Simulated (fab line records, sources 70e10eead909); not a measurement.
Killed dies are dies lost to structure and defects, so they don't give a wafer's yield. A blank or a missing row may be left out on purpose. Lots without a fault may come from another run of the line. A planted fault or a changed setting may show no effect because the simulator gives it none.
Chamber matching | flow nand_harc | NHARC_THIN_TSV_CMP_21 on cmp-02: 3 sister chambers
The step polishes, t overpolish 30 s, target thk 2000 nm. 6 wafers are shown with their chamber, then 6 later ones without.

WAFERS WITH THEIR CHAMBER
wafer  | chamber | motor_current_A (A) | edge_zone_pressure_frac
L482.6 | 1       | 13.5                | 0.994
L483.2 | 0       | 11.1                | 0.999
L483.4 | 2       | 11.2                | 0.993
L483.5 | 0       | 11.2                | 1.001
L484.2 | 1       | 13.0                | 0.999
L484.4 | 2       | 12.2                | 0.997

WAFERS WITHOUT THEIR CHAMBER
wafer  | motor_current_A (A) | edge_zone_pressure_frac
L493.1 | 12.5                | 1.001
L493.2 | 11.0                | 1.002
L493.3 | 11.5                | 0.998
L500.1 | 12.7                | 1.005
L500.2 | 11.8                | 1.004
L500.5 | 11.6                | 0.999

WHICH CHAMBER EACH WENT THROUGH
wafer  | from the rows above          | in truth
L493.1 | can't be placed: 1 or 2 or 0 | 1
L493.2 | 0                            | 0
L493.3 | can't be placed: 0 or 2      | 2
L500.1 | can't be placed: 1 or 0 or 2 | 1
L500.2 | can't be placed: 0 or 2      | 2
L500.5 | can't be placed: 0 or 2      | 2
Placed correctly: 1 of 6. Can't be placed from these rows: 5 (the true chamber is among the candidates in 5). Placed wrongly: 0.
How it was worked out, from the rows above alone: a wafer's distance from a chamber is the root of the sum, over the readings, of the square of ((its reading less the chamber's mean) divided by the reading's scatter). The wafer belongs to the nearest chamber; if the next one is less than 2 further off, it can't be placed. A chamber's mean is the mean of its shown wafers. The scatter: the root of (the sum of the squares of (reading less its chamber's mean) over the shown wafers, divided by (wafers less chambers)).
